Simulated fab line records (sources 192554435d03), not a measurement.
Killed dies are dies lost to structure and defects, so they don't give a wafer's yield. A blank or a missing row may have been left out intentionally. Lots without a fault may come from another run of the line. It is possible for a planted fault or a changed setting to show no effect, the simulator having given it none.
Split-lot trial | flow n5 finfet | on a route of 1938 steps: 7 lots, 39 wafers read

## THE SPLIT ITSELF
At N5_DUMMY_GATE_ETCH_31 (etches SiO2 in C4F6/O2, target depth 82.5 nm, time 27.5 s), the setting target depth a was moved away from the recipe's 825 angstrom on 15 of the 39 wafers read, by -12.8% to +12.8%. This setting was run at the recipe's value on the other wafers.

Reading taken at the split's own step.

## THE READING
SOC_of_DUMMY_GATE_COAT_34.thk nm (the simulator's own value, which no gauge read), in nm, at N5_DUMMY_GATE_ETCH_31 (etches SiO2 in C4F6/O2, target depth 82.5 nm, time 27.5 s). There is no usual value for it anywhere in the file. Here, 24 wafers ran the recipe; their average is 51.9 nm with a standard deviation of 0.27 nm.

wafer  | tool, chamber at the split | target depth a as run, angstrom | against the recipe | SOC_of_DUMMY_GATE_COAT_34.thk nm, nm | against lot-mates on the recipe
L080.1 | rie diel-06, 0             | 931                             | +12.8%             | 51.2                                 | -0.9
L080.2 | rie diel-06, 2             | 825                             | recipe             | 52                                   | -
L080.3 | rie diel-06, 3             | 825                             | recipe             | 52                                   | -
L080.4 | rie diel-06, 1             | 931                             | +12.8%             | 51                                   | -1.1
L080.5 | rie diel-06, 1             | 931                             | +12.8%             | 51.2                                 | -0.9
L080.6 | rie diel-06, 0             | 825                             | recipe             | 52.2                                 | -
L084.1 | rie diel-05, 3             | 740.4                           | -10.3%             | 52.4                                 | +0.9
L084.2 | rie diel-05, 2             | 825                             | recipe             | 51.6                                 | -
L084.3 | rie diel-05, 1             | 825                             | recipe             | 51.4                                 | -
L084.4 | rie diel-05, 0             | 825                             | recipe             | 51.6                                 | -
L084.5 | rie diel-05, 0             | 740.4                           | -10.3%             | 52.4                                 | +0.9
L084.6 | rie diel-05, 3             | 740.4                           | -10.3%             | 52.2                                 | +0.7
L085.2 | rie diel-06, 1             | 825                             | recipe             | 51.8                                 | -
L085.4 | rie diel-06, 0             | 825                             | recipe             | 52                                   | -
L085.6 | rie diel-06, 2             | 825                             | recipe             | 51.6                                 | -
L088.1 | rie diel-06, 0             | 825                             | recipe             | 52                                   | -
L088.2 | rie diel-06, 1             | 825                             | recipe             | 51.8                                 | -
L088.3 | rie diel-06, 3             | 825                             | recipe             | 52                                   | -
L088.4 | rie diel-06, 2             | 825                             | recipe             | 51.8                                 | -
L088.5 | rie diel-06, 0             | 825                             | recipe             | 51.8                                 | -
L088.6 | rie diel-06, 3             | 825                             | recipe             | 51.8                                 | -
L091.1 | rie diel-06, 3             | 825                             | recipe             | 51.4                                 | -
L091.2 | rie diel-06, 2             | 825                             | recipe             | 51.6                                 | -
L091.3 | rie diel-06, 1             | 754.3                           | -8.6%              | 52.4                                 | +0.8
L091.4 | rie diel-06, 0             | 825                             | recipe             | 51.8                                 | -
L091.5 | rie diel-06, 0             | 754.3                           | -8.6%              | 52.4                                 | +0.8
L091.6 | rie diel-06, 1             | 754.3                           | -8.6%              | 52.4                                 | +0.8
L092.1 | rie diel-03, 1             | 825                             | recipe             | 52.4                                 | -
L092.2 | rie diel-03, 0             | 719.5                           | -12.8%             | 53                                   | +0.7
L092.3 | rie diel-03, 2             | 719.5                           | -12.8%             | 53                                   | +0.7
L092.4 | rie diel-03, 3             | 825                             | recipe             | 52.2                                 | -
L092.5 | rie diel-03, 2             | 719.5                           | -12.8%             | 53.2                                 | +0.9
L092.6 | rie diel-03, 1             | 825                             | recipe             | 52.4                                 | -
L093.1 | rie diel-05, 3             | 825                             | recipe             | 51.8                                 | -
L093.2 | rie diel-05, 2             | 776.1                           | -5.9%              | 52.4                                 | +0.7
L093.3 | rie diel-05, 1             | 776.1                           | -5.9%              | 52                                   | +0.3
L093.4 | rie diel-05, 2             | 776.1                           | -5.9%              | 52.4                                 | +0.7
L093.5 | rie diel-05, 1             | 825                             | recipe             | 51.6                                 | -
L093.6 | rie diel-05, 3             | 825                             | recipe             | 51.8                                 | -

THE FIT
A straight line over all 39 wafers: SOC_of_DUMMY_GATE_COAT_34.thk nm changes by -0.067 nm for each +1% of target depth a; r = -0.86; the points scatter about the line by 0.26 nm.
The same after taking each lot's own level away (the mean of its wafers on the recipe; 39 wafers): -0.0725 nm for each +1%; r = -0.96; scatter 0.14 nm.
The reading moves by 0.93 nm for the largest change in target depth a, on that fit.
Across the lots, their own levels run from 51.53 to 52.33 nm, a range of 3.0 times the standard deviation given above.
So the lot-to-lot level changes the slope little: the two slopes agree.
Check: -0.932 nm against its lot-mates is what the line predicts for one of the wafers moved furthest among these (+12.8%) when that wafer is left out of the fit. It came out at -0.867 nm against them.

## THE WHOLE CHAIN: every reading that the file lists as answering this split, in the file's order
step                  | what it does                                              | reading                                                                           | change (the file's fit)               | r (the file's)
N5_DUMMY_GATE_ETCH_31 | etches SiO2 in C4F6/O2, target depth 82.5 nm, time 27.5 s | etch.depth nm (the simulator's own value, which no gauge read)                    | +0.706 nm for each +1% of the setting | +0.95
N5_DUMMY_GATE_ETCH_31 | etches SiO2 in C4F6/O2, target depth 82.5 nm, time 27.5 s | SOC_of_DUMMY_GATE_COAT_34.thk nm (the simulator's own value, which no gauge read) | -0.073 nm for each +1% of the setting | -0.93

## THE FILE'S OWN FIT
SOC_of_DUMMY_GATE_COAT_34.thk nm changes by -0.073 nm for each +1% of target depth a, r = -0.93.
